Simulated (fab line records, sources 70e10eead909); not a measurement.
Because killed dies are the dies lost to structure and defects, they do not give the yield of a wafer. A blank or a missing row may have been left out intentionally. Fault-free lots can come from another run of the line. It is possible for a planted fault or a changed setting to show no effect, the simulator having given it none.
What tool caused it? / flow nand_harc / 72 wafers from 24 lots sampled at 5 of the route's 1302 steps

== WHAT THE GAUGES SHOWED, per wafer ==
NHARC_P_CONTACT_CD_MEAS_19. Usual: cd_nm reads 87.8 nm (standard deviation 2.1).
lot=L074; measured=day 5 22:38; on=cd_sem-03; cd_nm (nm)=89.9 91.1 85.6; flag=
lot=L075; measured=day 6 13:04; on=cd_sem-01; cd_nm (nm)=86.6 85.8 84.4; flag=
lot=L076; measured=day 6 15:46; on=cd_sem-02; cd_nm (nm)=91.6 88.7 88.3; flag=
lot=L077; measured=day 7 02:22; on=cd_sem-02; cd_nm (nm)=91.6 91.5 87.8; flag=
lot=L078; measured=day 7 17:05; on=cd_sem-02; cd_nm (nm)=89.6 89.3 88.5; flag=
lot=L079; measured=day 7 22:04; on=cd_sem-02; cd_nm (nm)=88.4 87.8 88.2; flag=
lot=L080; measured=day 8 10:02; on=cd_sem-01; cd_nm (nm)=85.6 88.8 85.7; flag=
lot=L081; measured=day 8 17:51; on=cd_sem-03; cd_nm (nm)=88.3 85.4 87.3; flag=
lot=L082; measured=day 9 08:18; on=cd_sem-02; cd_nm (nm)=82.9 89.0 88.9; flag=
lot=L083; measured=day 9 16:35; on=cd_sem-03; cd_nm (nm)=85.1 88.3 82.1; flag=
lot=L084; measured=day 10 06:13; on=cd_sem-02; cd_nm (nm)=83.4 86.0 87.9; flag=
lot=L085; measured=day 10 12:23; on=cd_sem-01; cd_nm (nm)=86.4 87.0 87.9; flag=
lot=L086; measured=day 11 01:08; on=cd_sem-02; cd_nm (nm)=83.2 87.1 86.1; flag=
lot=L087; measured=day 11 04:51; on=cd_sem-02; cd_nm (nm)=85.5 84.8 86.1; flag=
lot=L089; measured=day 12 02:31; on=cd_sem-03; cd_nm (nm)=86.9 82.5 85.7; flag=
lot=L088; measured=day 12 05:39; on=cd_sem-02; cd_nm (nm)=88.1 87.9 88.6; flag=
lot=L090; measured=day 12 15:53; on=cd_sem-02; cd_nm (nm)=88.6 88.4 87.7; flag=
lot=L091; measured=day 12 20:50; on=cd_sem-01; cd_nm (nm)=88.1 85.5 89.1; flag=
lot=L092; measured=day 13 09:10; on=cd_sem-03; cd_nm (nm)=87.3 91.0 89.9; flag=
lot=L093; measured=day 13 20:13; on=cd_sem-02; cd_nm (nm)=90.4 87.5 90.0; flag=
lot=L094; measured=day 14 02:44; on=cd_sem-02; cd_nm (nm)=88.4 86.7 90.4; flag=
lot=L095; measured=day 14 15:44; on=cd_sem-02; cd_nm (nm)=89.0 86.1 88.5; flag=
lot=L096; measured=day 15 01:27; on=cd_sem-01; cd_nm (nm)=89.6 87.0 86.7; flag=
lot=L097; measured=day 15 08:43; on=cd_sem-01; cd_nm (nm)=89.2 88.2 86.4; flag=

NHARC_P_M0_INSPECT_11. Usual: raw_defect_count reads 4.8 (standard deviation 2.8).
lot=L074; measured=day 6 01:55; on=defect_inspect-01; raw_defect_count=11 4 10; flag=
lot=L075; measured=day 6 16:17; on=defect_inspect-02; raw_defect_count=2 2 3; flag=
lot=L076; measured=day 6 19:00; on=defect_inspect-01; raw_defect_count=1 6 3; flag=
lot=L077; measured=day 7 05:36; on=defect_inspect-01; raw_defect_count=1 2 1; flag=
lot=L078; measured=day 7 20:53; on=defect_inspect-02; raw_defect_count=4 2 4; flag=
lot=L079; measured=day 8 01:56; on=defect_inspect-02; raw_defect_count=5 9 3; flag=
lot=L080; measured=day 8 13:17; on=defect_inspect-02; raw_defect_count=4 4 2; flag=
lot=L081; measured=day 8 21:16; on=defect_inspect-02; raw_defect_count=4 5 4; flag=
lot=L082; measured=day 9 11:34; on=defect_inspect-02; raw_defect_count=10 8 9; flag=
lot=L083; measured=day 9 19:50; on=defect_inspect-01; raw_defect_count=2 3 4; flag=
lot=L084; measured=day 10 09:35; on=defect_inspect-01; raw_defect_count=3 2 3; flag=
lot=L085; measured=day 10 15:38; on=defect_inspect-02; raw_defect_count=6 9 3; flag=
lot=L086; measured=day 11 04:22; on=defect_inspect-02; raw_defect_count=6 9 3; flag=
lot=L087; measured=day 11 07:57; on=defect_inspect-02; raw_defect_count=7 2 8; flag=
lot=L089; measured=day 12 05:37; on=defect_inspect-02; raw_defect_count=4 4 3; flag=
lot=L088; measured=day 12 08:46; on=defect_inspect-01; raw_defect_count=3 3 4; flag=
lot=L090; measured=day 12 19:08; on=defect_inspect-01; raw_defect_count=9 7 5; flag=
lot=L091; measured=day 12 23:58; on=defect_inspect-01; raw_defect_count=3 1 1; flag=
lot=L092; measured=day 13 12:24; on=defect_inspect-01; raw_defect_count=7 8 6; flag=
lot=L093; measured=day 13 23:27; on=defect_inspect-01; raw_defect_count=5 5 4; flag=
lot=L094; measured=day 14 06:23; on=defect_inspect-01; raw_defect_count=4 2 3; flag=
lot=L095; measured=day 14 18:58; on=defect_inspect-01; raw_defect_count=3 3 4; flag=
lot=L096; measured=day 15 04:41; on=defect_inspect-02; raw_defect_count=12 8 6; flag=
lot=L097; measured=day 15 11:57; on=defect_inspect-01; raw_defect_count=9 1 10; flag=

== WHAT TOOL EACH LOT RAN ON (gives the tool, then ch and the chambers of the sampled wafers, and finally the start) ==
lot=L074; NHARC_P_GATE_DESCUM_61=rie_diel-05 ch 0,2,3, day 5 15:27; NHARC_P_CONTACT_DEP_30=pecvd-01 ch 0,2, day 5 20:10; NHARC_P_CONTACT_ETCH_31=rie_diel-09 ch 1,2,3, day 5 22:38 or earlier
lot=L075; NHARC_P_GATE_DESCUM_61=rie_diel-05 ch 0,2,3, day 6 06:01; NHARC_P_CONTACT_DEP_30=pecvd-04 ch 0,1,2, day 6 10:35; NHARC_P_CONTACT_ETCH_31=rie_diel-12 ch 0,1,3, day 6 13:04 or earlier
lot=L076; NHARC_P_GATE_DESCUM_61=rie_diel-05 ch 2,3, day 6 08:33; NHARC_P_CONTACT_DEP_30=pecvd-03 ch 1,2, day 6 13:20; NHARC_P_CONTACT_ETCH_31=rie_diel-12 ch 0,2, day 6 15:46 or earlier
lot=L077; NHARC_P_GATE_DESCUM_61=rie_diel-01 ch 1,2,3, day 6 18:59; NHARC_P_CONTACT_DEP_30=pecvd-04 ch 0,1,2, day 6 23:46; NHARC_P_CONTACT_ETCH_31=rie_diel-02 ch 0,2,3, day 7 02:22 or earlier
lot=L078; NHARC_P_GATE_DESCUM_61=rie_diel-13 ch 0,2, day 7 09:52; NHARC_P_CONTACT_DEP_30=pecvd-03 ch 0,2, day 7 14:28; NHARC_P_CONTACT_ETCH_31=rie_diel-12 ch 1,3, day 7 17:05 or earlier
lot=L079; NHARC_P_GATE_DESCUM_61=rie_diel-01 ch 1,2, day 7 15:02; NHARC_P_CONTACT_DEP_30=pecvd-03 ch 0,1,2, day 7 19:37; NHARC_P_CONTACT_ETCH_31=rie_diel-02 ch 0,1, day 7 22:04 or earlier
lot=L080; NHARC_P_GATE_DESCUM_61=rie_diel-05 ch 0,2,3, day 8 02:31; NHARC_P_CONTACT_DEP_30=pecvd-04 ch 0,1,2, day 8 07:26; NHARC_P_CONTACT_ETCH_31=rie_diel-12 ch 2,3, day 8 10:02 or earlier
lot=L081; NHARC_P_GATE_DESCUM_61=rie_diel-05 ch 2,3, day 8 10:25; NHARC_P_CONTACT_DEP_30=pecvd-03 ch 0,1,2, day 8 15:18; NHARC_P_CONTACT_ETCH_31=rie_diel-12 ch 0,1,2, day 8 17:51 or earlier
lot=L082; NHARC_P_GATE_DESCUM_61=rie_diel-05 ch 0,1, day 9 01:00; NHARC_P_CONTACT_DEP_30=pecvd-01 ch 1,2, day 9 05:46; NHARC_P_CONTACT_ETCH_31=rie_diel-12 ch 1,2,3, day 9 08:18 or earlier
lot=L083; NHARC_P_GATE_DESCUM_61=rie_diel-01 ch 0,1,2, day 9 09:25; NHARC_P_CONTACT_DEP_30=pecvd-03 ch 0,1,2, day 9 13:59; NHARC_P_CONTACT_ETCH_31=rie_diel-12 ch 0,2, day 9 16:35 or earlier
lot=L084; NHARC_P_GATE_DESCUM_61=rie_diel-05 ch 0,2, day 9 23:03; NHARC_P_CONTACT_DEP_30=pecvd-03 ch 0,1,2, day 10 03:38; NHARC_P_CONTACT_ETCH_31=rie_diel-12 ch 2,3, day 10 06:13 or earlier
lot=L085; NHARC_P_GATE_DESCUM_61=rie_diel-01 ch 0,2, day 10 05:07; NHARC_P_CONTACT_DEP_30=pecvd-03 ch 0,1, day 10 09:44; NHARC_P_CONTACT_ETCH_31=rie_diel-09 ch 1,3, day 10 12:23 or earlier
lot=L086; NHARC_P_GATE_DESCUM_61=rie_diel-01 ch 0,1,3, day 10 17:58; NHARC_P_CONTACT_DEP_30=pecvd-04 ch 1,2, day 10 22:32; NHARC_P_CONTACT_ETCH_31=rie_diel-02 ch 0,1,3, day 11 01:08 or earlier
lot=L087; NHARC_P_GATE_DESCUM_61=rie_diel-13 ch 0,1,3, day 10 21:32; NHARC_P_CONTACT_DEP_30=pecvd-04 ch 0,1,2, day 11 02:16; NHARC_P_CONTACT_ETCH_31=rie_diel-12 ch 1,2,3, day 11 04:51 or earlier
lot=L089; NHARC_P_GATE_DESCUM_61=rie_diel-13 ch 0,1, day 11 19:20; NHARC_P_CONTACT_DEP_30=pecvd-01 ch 0,2, day 11 23:55; NHARC_P_CONTACT_ETCH_31=rie_diel-12 ch 1,2,3, day 12 02:31 or earlier
lot=L088; NHARC_P_GATE_DESCUM_61=rie_diel-13 ch 0,1,2, day 11 22:23; NHARC_P_CONTACT_DEP_30=pecvd-03 ch 1,2, day 12 03:03; NHARC_P_CONTACT_ETCH_31=rie_diel-09 ch 0,1, day 12 05:39 or earlier
lot=L090; NHARC_P_GATE_DESCUM_61=rie_diel-13 ch 2,3, day 12 08:44; NHARC_P_CONTACT_DEP_30=pecvd-01 ch 0,1,2, day 12 13:26; NHARC_P_CONTACT_ETCH_31=rie_diel-12 ch 1,3, day 12 15:53 or earlier
lot=L091; NHARC_P_GATE_DESCUM_61=rie_diel-01 ch 0,2,3, day 12 13:40; NHARC_P_CONTACT_DEP_30=pecvd-01 ch 0,1,2, day 12 18:14; NHARC_P_CONTACT_ETCH_31=rie_diel-02 ch 0,2,3, day 12 20:50 or earlier
lot=L092; NHARC_P_GATE_DESCUM_61=rie_diel-01 ch 0,1, day 13 01:59; NHARC_P_CONTACT_DEP_30=pecvd-01 ch 0,1,2, day 13 06:35; NHARC_P_CONTACT_ETCH_31=rie_diel-02 ch 0,2, day 13 09:10 or earlier
lot=L093; NHARC_P_GATE_DESCUM_61=rie_diel-05 ch 0,1,2, day 13 13:02; NHARC_P_CONTACT_DEP_30=pecvd-03 ch 0,2, day 13 17:36; NHARC_P_CONTACT_ETCH_31=rie_diel-09 ch 2,3, day 13 20:13 or earlier
lot=L094; NHARC_P_GATE_DESCUM_61=rie_diel-05 ch 0,1,2, day 13 19:18; NHARC_P_CONTACT_DEP_30=pecvd-03 ch 0,1,2, day 14 00:08; NHARC_P_CONTACT_ETCH_31=rie_diel-02 ch 0,1,2, day 14 02:44 or earlier
lot=L095; NHARC_P_GATE_DESCUM_61=rie_diel-01 ch 2,3, day 14 07:52; NHARC_P_CONTACT_DEP_30=pecvd-03 ch 0,2, day 14 12:40; NHARC_P_CONTACT_ETCH_31=rie_diel-02 ch 0,3, day 14 15:44 or earlier
lot=L096; NHARC_P_GATE_DESCUM_61=rie_diel-05 ch 0,1,2, day 14 17:49; NHARC_P_CONTACT_DEP_30=pecvd-04 ch 1,2, day 14 22:37; NHARC_P_CONTACT_ETCH_31=rie_diel-02 ch 2,3, day 15 01:27 or earlier
lot=L097; NHARC_P_GATE_DESCUM_61=rie_diel-01 ch 0,1,2, day 15 01:11; NHARC_P_CONTACT_DEP_30=pecvd-01 ch 0,2, day 15 06:07; NHARC_P_CONTACT_ETCH_31=rie_diel-09 ch 1,3, day 15 08:43 or earlier
- NHARC_P_GATE_DESCUM_61: chemistry O2, time 3 s.
- NHARC_P_CONTACT_DEP_30: deposits SiNx, target thk 30 nm.
- NHARC_P_CONTACT_ETCH_31: etches the open film in CH3F/O2, target depth 30 nm, time 85.7 s.

== AS READ BY THE TOOLS THEMSELVES (means over the sampled wafers that have a number; for cases with no such wafer, the mark the record gives instead) ==
NHARC_P_GATE_DESCUM_61. Usual: drypump_motor_current_A 5.8 A, standard deviation 0.42; oes_product_au 1.004 a.u., standard deviation 0.012; rf_vpp_V 58.0 V, standard deviation 0.85; showerhead_plenum_p_Torr 1.96 Torr, standard deviation 0.088; throttle_valve_pct 11.311 %, standard deviation 0.01.
lot=L074; tool=rie_diel-05; drypump_motor_current_A (A)=5.9; oes_product_au (a.u.)=0.998; rf_vpp_V (V)=57.6; showerhead_plenum_p_Torr (Torr)=2.03; throttle_valve_pct (%)=11.315; flag=
lot=L075; tool=rie_diel-05; drypump_motor_current_A (A)=5.9; oes_product_au (a.u.)=1.005; rf_vpp_V (V)=58.3; showerhead_plenum_p_Torr (Torr)=2.03; throttle_valve_pct (%)=11.317; flag=
lot=L076; tool=rie_diel-05; drypump_motor_current_A (A)=6.3; oes_product_au (a.u.)=1.011; rf_vpp_V (V)=57.4; showerhead_plenum_p_Torr (Torr)=2.04; throttle_valve_pct (%)=11.306; flag=
lot=L077; tool=rie_diel-01; drypump_motor_current_A (A)=5.7; oes_product_au (a.u.)=1.000; rf_vpp_V (V)=58.0; showerhead_plenum_p_Torr (Torr)=1.94; throttle_valve_pct (%)=11.311; flag=
lot=L078; tool=rie_diel-13; drypump_motor_current_A (A)=5.7; oes_product_au (a.u.)=1.005; rf_vpp_V (V)=58.1; showerhead_plenum_p_Torr (Torr)=1.95; throttle_valve_pct (%)=11.320; flag=
lot=L079; tool=rie_diel-01; drypump_motor_current_A (A)=5.6; oes_product_au (a.u.)=0.997; rf_vpp_V (V)=58.2; showerhead_plenum_p_Torr (Torr)=2.01; throttle_valve_pct (%)=11.313; flag=
lot=L080; tool=rie_diel-05; drypump_motor_current_A (A)=5.9; oes_product_au (a.u.)=0.999; rf_vpp_V (V)=58.5; showerhead_plenum_p_Torr (Torr)=2.03; throttle_valve_pct (%)=11.316; flag=
lot=L081; tool=rie_diel-05; drypump_motor_current_A (A)=6.3; oes_product_au (a.u.)=1.000; rf_vpp_V (V)=57.7; showerhead_plenum_p_Torr (Torr)=2.04; throttle_valve_pct (%)=11.318; flag=
lot=L082; tool=rie_diel-05; drypump_motor_current_A (A)=5.9; oes_product_au (a.u.)=1.023; rf_vpp_V (V)=58.0; showerhead_plenum_p_Torr (Torr)=1.96; throttle_valve_pct (%)=11.306; flag=
lot=L083; tool=rie_diel-01; drypump_motor_current_A (A)=5.5; oes_product_au (a.u.)=0.998; rf_vpp_V (V)=57.9; showerhead_plenum_p_Torr (Torr)=1.95; throttle_valve_pct (%)=11.307; flag=
lot=L084; tool=rie_diel-05; drypump_motor_current_A (A)=5.9; oes_product_au (a.u.)=0.998; rf_vpp_V (V)=57.9; showerhead_plenum_p_Torr (Torr)=2.04; throttle_valve_pct (%)=11.300; flag=
lot=L085; tool=rie_diel-01; drypump_motor_current_A (A)=5.4; oes_product_au (a.u.)=1.008; rf_vpp_V (V)=58.3; showerhead_plenum_p_Torr (Torr)=1.95; throttle_valve_pct (%)=11.310; flag=
lot=L086; tool=rie_diel-01; drypump_motor_current_A (A)=5.7; oes_product_au (a.u.)=1.005; rf_vpp_V (V)=56.6; showerhead_plenum_p_Torr (Torr)=1.89; throttle_valve_pct (%)=11.310; flag=
lot=L087; tool=rie_diel-13; drypump_motor_current_A (A)=5.8; oes_product_au (a.u.)=1.004; rf_vpp_V (V)=56.7; showerhead_plenum_p_Torr (Torr)=1.86; throttle_valve_pct (%)=11.316; flag=
lot=L089; tool=rie_diel-13; drypump_motor_current_A (A)=5.9; oes_product_au (a.u.)=0.999; rf_vpp_V (V)=57.7; showerhead_plenum_p_Torr (Torr)=1.91; throttle_valve_pct (%)=11.308; flag=
lot=L088; tool=rie_diel-13; drypump_motor_current_A (A)=5.8; oes_product_au (a.u.)=1.003; rf_vpp_V (V)=58.7; showerhead_plenum_p_Torr (Torr)=1.93; throttle_valve_pct (%)=11.309; flag=
lot=L090; tool=rie_diel-13; drypump_motor_current_A (A)=5.6; oes_product_au (a.u.)=0.993; rf_vpp_V (V)=58.3; showerhead_plenum_p_Torr (Torr)=1.93; throttle_valve_pct (%)=11.317; flag=
lot=L091; tool=rie_diel-01; drypump_motor_current_A (A)=5.6; oes_product_au (a.u.)=1.007; rf_vpp_V (V)=58.2; showerhead_plenum_p_Torr (Torr)=1.88; throttle_valve_pct (%)=11.316; flag=
lot=L092; tool=rie_diel-01; drypump_motor_current_A (A)=5.6; oes_product_au (a.u.)=1.015; rf_vpp_V (V)=57.6; showerhead_plenum_p_Torr (Torr)=1.90; throttle_valve_pct (%)=11.318; flag=
lot=L093; tool=rie_diel-05; drypump_motor_current_A (A)=5.9; oes_product_au (a.u.)=1.007; rf_vpp_V (V)=57.4; showerhead_plenum_p_Torr (Torr)=2.00; throttle_valve_pct (%)=11.305; flag=
lot=L094; tool=rie_diel-05; drypump_motor_current_A (A)=5.9; oes_product_au (a.u.)=1.003; rf_vpp_V (V)=57.9; showerhead_plenum_p_Torr (Torr)=2.00; throttle_valve_pct (%)=11.319; flag=
lot=L095; tool=rie_diel-01; drypump_motor_current_A (A)=5.6; oes_product_au (a.u.)=1.010; rf_vpp_V (V)=58.0; showerhead_plenum_p_Torr (Torr)=1.93; throttle_valve_pct (%)=11.309; flag=
lot=L096; tool=rie_diel-05; drypump_motor_current_A (A)=5.9; oes_product_au (a.u.)=1.013; rf_vpp_V (V)=58.5; showerhead_plenum_p_Torr (Torr)=2.00; throttle_valve_pct (%)=11.306; flag=
lot=L097; tool=rie_diel-01; drypump_motor_current_A (A)=5.5; oes_product_au (a.u.)=1.015; rf_vpp_V (V)=58.2; showerhead_plenum_p_Torr (Torr)=1.95; throttle_valve_pct (%)=11.314; flag=

NHARC_P_CONTACT_DEP_30. Usual: heater_power_w reads 738 W (standard deviation 75).
lot=L074; tool=pecvd-01; heater_power_w (W)=721; flag=
lot=L075; tool=pecvd-04; heater_power_w (W)=774; flag=
lot=L076; tool=pecvd-03; heater_power_w (W)=809; flag=
lot=L077; tool=pecvd-04; heater_power_w (W)=780; flag=
lot=L078; tool=pecvd-03; heater_power_w (W)=765; flag=
lot=L079; tool=pecvd-03; heater_power_w (W)=768; flag=
lot=L080; tool=pecvd-04; heater_power_w (W)=766; flag=
lot=L081; tool=pecvd-03; heater_power_w (W)=743; flag=
lot=L082; tool=pecvd-01; heater_power_w (W)=720; flag=
lot=L083; tool=pecvd-03; heater_power_w (W)=743; flag=
lot=L084; tool=pecvd-03; heater_power_w (W)=739; flag=
lot=L085; tool=pecvd-03; heater_power_w (W)=737; flag=
lot=L086; tool=pecvd-04; heater_power_w (W)=701; flag=
lot=L087; tool=pecvd-04; heater_power_w (W)=752; flag=
lot=L089; tool=pecvd-01; heater_power_w (W)=753; flag=
lot=L088; tool=pecvd-03; heater_power_w (W)=724; flag=
lot=L090; tool=pecvd-01; heater_power_w (W)=703; flag=
lot=L091; tool=pecvd-01; heater_power_w (W)=714; flag=
lot=L092; tool=pecvd-01; heater_power_w (W)=733; flag=
lot=L093; tool=pecvd-03; heater_power_w (W)=764; flag=
lot=L094; tool=pecvd-03; heater_power_w (W)=698; flag=
lot=L095; tool=pecvd-03; heater_power_w (W)=727; flag=
lot=L096; tool=pecvd-04; heater_power_w (W)=655; flag=
lot=L097; tool=pecvd-01; heater_power_w (W)=679; flag=

NHARC_P_CONTACT_ETCH_31. Usual: drypump_motor_current_A 5.6 A, standard deviation 0.4; oes_product_au 0.980 a.u., standard deviation 0.016; rf_vpp_V 245.1 V, standard deviation 1.6; showerhead_plenum_p_Torr 2.51 Torr, standard deviation 0.1; throttle_valve_pct 20.663 %, standard deviation 0.0091.
lot=L074; tool=rie_diel-09; drypump_motor_current_A (A)=6.1; oes_product_au (a.u.)=0.971; rf_vpp_V (V)=244.7; showerhead_plenum_p_Torr (Torr)=2.46; throttle_valve_pct (%)=20.659; flag=
lot=L075; tool=rie_diel-12; drypump_motor_current_A (A)=5.6; oes_product_au (a.u.)=0.970; rf_vpp_V (V)=245.9; showerhead_plenum_p_Torr (Torr)=2.58; throttle_valve_pct (%)=20.668; flag=
lot=L076; tool=rie_diel-12; drypump_motor_current_A (A)=5.2; oes_product_au (a.u.)=0.980; rf_vpp_V (V)=245.5; showerhead_plenum_p_Torr (Torr)=2.55; throttle_valve_pct (%)=20.664; flag=
lot=L077; tool=rie_diel-02; drypump_motor_current_A (A)=6.0; oes_product_au (a.u.)=0.979; rf_vpp_V (V)=245.8; showerhead_plenum_p_Torr (Torr)=2.51; throttle_valve_pct (%)=20.664; flag=
lot=L078; tool=rie_diel-12; drypump_motor_current_A (A)=5.7; oes_product_au (a.u.)=0.987; rf_vpp_V (V)=246.5; showerhead_plenum_p_Torr (Torr)=2.58; throttle_valve_pct (%)=20.665; flag=
lot=L079; tool=rie_diel-02; drypump_motor_current_A (A)=5.9; oes_product_au (a.u.)=0.994; rf_vpp_V (V)=244.2; showerhead_plenum_p_Torr (Torr)=2.42; throttle_valve_pct (%)=20.664; flag=
lot=L080; tool=rie_diel-12; drypump_motor_current_A (A)=5.2; oes_product_au (a.u.)=0.966; rf_vpp_V (V)=245.9; showerhead_plenum_p_Torr (Torr)=2.56; throttle_valve_pct (%)=20.667; flag=
lot=L081; tool=rie_diel-12; drypump_motor_current_A (A)=5.3; oes_product_au (a.u.)=0.986; rf_vpp_V (V)=245.7; showerhead_plenum_p_Torr (Torr)=2.57; throttle_valve_pct (%)=20.657; flag=
lot=L082; tool=rie_diel-12; drypump_motor_current_A (A)=5.5; oes_product_au (a.u.)=0.963; rf_vpp_V (V)=246.7; showerhead_plenum_p_Torr (Torr)=2.58; throttle_valve_pct (%)=20.660; flag=
lot=L083; tool=rie_diel-12; drypump_motor_current_A (A)=5.2; oes_product_au (a.u.)=0.992; rf_vpp_V (V)=245.8; showerhead_plenum_p_Torr (Torr)=2.55; throttle_valve_pct (%)=20.656; flag=
lot=L084; tool=rie_diel-12; drypump_motor_current_A (A)=5.3; oes_product_au (a.u.)=0.991; rf_vpp_V (V)=245.0; showerhead_plenum_p_Torr (Torr)=2.55; throttle_valve_pct (%)=20.660; flag=
lot=L085; tool=rie_diel-09; drypump_motor_current_A (A)=5.9; oes_product_au (a.u.)=0.953; rf_vpp_V (V)=244.8; showerhead_plenum_p_Torr (Torr)=2.53; throttle_valve_pct (%)=20.664; flag=
lot=L086; tool=rie_diel-02; drypump_motor_current_A (A)=6.0; oes_product_au (a.u.)=0.982; rf_vpp_V (V)=245.3; showerhead_plenum_p_Torr (Torr)=2.51; throttle_valve_pct (%)=20.668; flag=
lot=L087; tool=rie_diel-12; drypump_motor_current_A (A)=5.5; oes_product_au (a.u.)=0.991; rf_vpp_V (V)=246.3; showerhead_plenum_p_Torr (Torr)=2.58; throttle_valve_pct (%)=20.664; flag=
lot=L089; tool=rie_diel-12; drypump_motor_current_A (A)=5.5; oes_product_au (a.u.)=0.993; rf_vpp_V (V)=246.2; showerhead_plenum_p_Torr (Torr)=2.58; throttle_valve_pct (%)=20.660; flag=
lot=L088; tool=rie_diel-09; drypump_motor_current_A (A)=5.4; oes_product_au (a.u.)=0.982; rf_vpp_V (V)=243.0; showerhead_plenum_p_Torr (Torr)=2.39; throttle_valve_pct (%)=20.659; flag=
lot=L090; tool=rie_diel-12; drypump_motor_current_A (A)=5.7; oes_product_au (a.u.)=0.986; rf_vpp_V (V)=246.4; showerhead_plenum_p_Torr (Torr)=2.60; throttle_valve_pct (%)=20.663; flag=
lot=L091; tool=rie_diel-02; drypump_motor_current_A (A)=6.0; oes_product_au (a.u.)=0.961; rf_vpp_V (V)=245.0; showerhead_plenum_p_Torr (Torr)=2.51; throttle_valve_pct (%)=20.662; flag=
lot=L092; tool=rie_diel-02; drypump_motor_current_A (A)=6.0; oes_product_au (a.u.)=0.986; rf_vpp_V (V)=243.3; showerhead_plenum_p_Torr (Torr)=2.43; throttle_valve_pct (%)=20.665; flag=
lot=L093; tool=rie_diel-09; drypump_motor_current_A (A)=6.0; oes_product_au (a.u.)=0.987; rf_vpp_V (V)=244.4; showerhead_plenum_p_Torr (Torr)=2.50; throttle_valve_pct (%)=20.671; flag=
lot=L094; tool=rie_diel-02; drypump_motor_current_A (A)=5.9; oes_product_au (a.u.)=0.977; rf_vpp_V (V)=243.6; showerhead_plenum_p_Torr (Torr)=2.42; throttle_valve_pct (%)=20.666; flag=
lot=L095; tool=rie_diel-02; drypump_motor_current_A (A)=6.0; oes_product_au (a.u.)=0.940; rf_vpp_V (V)=246.1; showerhead_plenum_p_Torr (Torr)=2.58; throttle_valve_pct (%)=20.658; flag=
lot=L096; tool=rie_diel-02; drypump_motor_current_A (A)=6.0; oes_product_au (a.u.)=0.989; rf_vpp_V (V)=245.2; showerhead_plenum_p_Torr (Torr)=2.44; throttle_valve_pct (%)=20.668; flag=
lot=L097; tool=rie_diel-09; drypump_motor_current_A (A)=5.9; oes_product_au (a.u.)=0.989; rf_vpp_V (V)=245.8; showerhead_plenum_p_Torr (Torr)=2.53; throttle_valve_pct (%)=20.657; flag=

== THE ANSWER, worked out from the rows above alone ==
Rule: take the mean of a lot's wafers that have a number; if it is more than 3 standard deviations from the usual mean, the lot is off. Also off: a lot with no number at a reading for which 4 or more lots have one. The other lots that the step has rows for count as sound. Order of review: gauges by route order, followed by the tools' own readings, for which a lot's mean as printed above is used. The first step at which some lot is off is used, and at that step the reading that is off furthest; a lot without a number counts as furthest.
None of the lots is off at any reading shown; this tells nothing.

== WHAT THE SIMULATOR PUT IN ==
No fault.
